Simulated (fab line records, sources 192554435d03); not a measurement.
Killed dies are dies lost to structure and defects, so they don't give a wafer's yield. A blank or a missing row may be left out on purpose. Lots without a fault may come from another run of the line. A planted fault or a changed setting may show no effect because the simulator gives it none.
A struck lot beside a sound one | flow n5_finfet | 16 steps out of a route of 1938
Sound: wafers L851.4, L851.5, L851.6. Struck: wafer L857.2. (L857.1 of the same lot was not struck and is left out.) The cause comes at the end.
At each step with rows: each side's tool, then ch and its chambers, then its first start. Under that, the readings that differ: sound wafers | struck wafers | difference of the means | sigmas: that difference in standard deviations of wafers without a fault.
alike: readings whose means differ by less than 2 such deviations, and words and numbers that are the same on both sides. not compared: withheld readings, readings that some wafer has no value for, bounds like >300 that may hide the same value, and numbers for which the record gives no deviation and whose values overlap.
The two part at a step that has a row with sigmas, a row that says differs or no value, or rows on one side only. Numbers that don't overlap but have no deviation are shown without sigmas and don't part them. A reading that every wafer of one side lacks parts them only if that side has two wafers or more.

N5_BEOL_M4_STRIP_36: strips in N2/H2.
  sound on rie_diel-01 ch 0,1,3, day 8 18:24; struck on rie_diel-06 ch 1, day 10 16:19
  reading               | sound          | struck | difference | sigmas
  oes_product_au (a.u.) | 0.92 0.95 0.89 | 0.67   | -0.25      | -3
  alike: drypump_motor_current_A, power_w, rf_vpp_V, showerhead_plenum_p_Torr, throttle_valve_pct
  not compared: rf_hours_counter_h
N5_BEOL_M4_TRENCH_ETCH_37: etches SiOC in C4F6/O2, target depth 55.555 nm, time 29.2 s.
  sound on rie_diel-01 ch 0,1,3; struck on rie_diel-06 ch 1
  reading               | sound           | struck | difference | sigmas
  O2_flow_sccm (sccm)   | 9.96 10.00 9.98 | 10.07  | +0.09      | +3
  oes_product_au (a.u.) | 0.90 0.96 0.90  | 0.68   | -0.24      | -2
  alike: drypump_motor_current_A, rf_vpp_V, showerhead_plenum_p_Torr, throttle_valve_pct
  not compared: rf_hours_counter_h
N5_BEOL_M4_ETCH_41: etches SiCN in CH3F/O2, target depth 29.9 nm, time 52.5 s.
  sound on rie_diel-01 ch 0,1,3; struck on rie_diel-06 ch 1
  reading               | sound          | struck | difference | sigmas
  oes_product_au (a.u.) | 0.90 0.94 0.90 | 0.67   | -0.24      | -3
  alike: CH3F_flow_sccm, O2_flow_sccm, drypump_motor_current_A, rf_vpp_V, showerhead_plenum_p_Torr, throttle_valve_pct
  not compared: rf_hours_counter_h
N5_BEOL_M4_STRIP_97: strips in N2/H2, time 10 s.
  sound on rie_diel-01 ch 0,1,3; struck on rie_diel-06 ch 1
  reading               | sound          | struck | difference | sigmas
  oes_product_au (a.u.) | 0.91 0.95 0.89 | 0.67   | -0.25      | -3
  alike: drypump_motor_current_A, rf_vpp_V, showerhead_plenum_p_Torr, throttle_valve_pct
  not compared: rf_hours_counter_h
N5_BEOL_M4_OCD_MEAS_38:
  sound on ocd-01, day 8 18:36; struck on ocd-01, day 10 16:30
  alike: trench_depth_nm
then, 4 steps without rows for these wafers: N5_BEOL_M4_HM_STRIP_39 (strips TiN in peroxide tin strip, target depth 25 nm, time 158 s); N5_BEOL_M4_SRD_40 (time 30 s); N5_BEOL_M4_PRECLEAN_42 (cleans in residue remover, time 60 s); N5_BEOL_M4_SRD_43 (time 30 s).
N5_BEOL_M4_CD_MEAS_35: target cd 18 nm, target cd y 22.4 nm.
  sound on cd_sem-01, day 8 18:45; struck on cd_sem-01, day 10 16:39
  alike: cd_nm
then, 1 step without rows for these wafers: N5_BEOL_M4_DEGAS_44 (time 60 s).
N5_BEOL_M4_PRE_CLEAN_45: time 30 s.
  sound on pvd_sputter-02, day 8 18:54; struck on pvd_sputter-01, day 10 17:12
  alike: heater_power_w
N5_BEOL_M4_ALD_84: deposits TaN, pulse time 2 s, purge time 3 s, co reactant purge time 2 s.
  sound on ald_metal-04 ch 0,1,3, day 8 19:04; struck on ald_metal-04 ch 2, day 10 17:22
  reading                  | sound       | struck | difference                   | sigmas
  ald_cycles               | 30 30 30    | 28     | -2                           |
  heater_power_outer_w (W) | 241 226 207 | 267    | +42                          | +2
  since_wet_clean_h (h)    | - - -       | 4512   | no value on the sound wafers |
  alike: heater_power_w, precursor_vessel_temp_c
then, 1 step without rows for these wafers: N5_BEOL_M4_SURFACE_TREAT_85.
N5_BEOL_M4_RC_MEAS_101:
  sound on prober-01 ch 0, day 8 23:05; struck on prober-02 ch 0, day 10 20:58
  reading        | sound             | struck | difference | sigmas
  DIBL_N (mV/V)  | 34.7 33.6 33.8    | 38.2   | +4.2       | +3
  IOFF_N (nA/um) | 0.135 0.119 0.128 | 0.178  | +0.051     | +2
  ION_N (uA/um)  | 659 660 658       | 679    | +20        | +2
  SS_N (mV/dec)  | 71.0 71.0 70.2    | 72.4   | +1.7       | +3
  SS_P (mV/dec)  | 73.1 72.6 72.9    | 74.3   | +1.4       | +2
  alike: DIBL_P, IOFF_P, ION_P, VT_N, VT_P
-- the record jumps here: 4 days lie between the struck wafers' starts before and after (it left off in module BEOL_M4 and takes up again in module PASSIVATION, whose first step shown is number 1936 of the route) --
N5_PASSIVATION_PROBE_49:
  sound on prober-01, day 13 08:29; struck on prober-02, day 15 00:20
  alike: defect_limited_yield, killed_at_M0_to_M3, killed_at_M4_up, killed_at_contacts, killed_at_front_end, killed_at_other, killed_dies, killed_on_rim, killed_open, killed_short, sort_bin_5_function, sort_bin_6_memory, sort_n_pass, sort_yield_pct

WHERE THEY PART
First at N5_BEOL_M4_STRIP_36; last, within this record, at N5_BEOL_M4_RC_MEAS_101. Later steps at which nothing parts them and some readings are alike: N5_PASSIVATION_PROBE_49.

WHY: what the simulator had put in
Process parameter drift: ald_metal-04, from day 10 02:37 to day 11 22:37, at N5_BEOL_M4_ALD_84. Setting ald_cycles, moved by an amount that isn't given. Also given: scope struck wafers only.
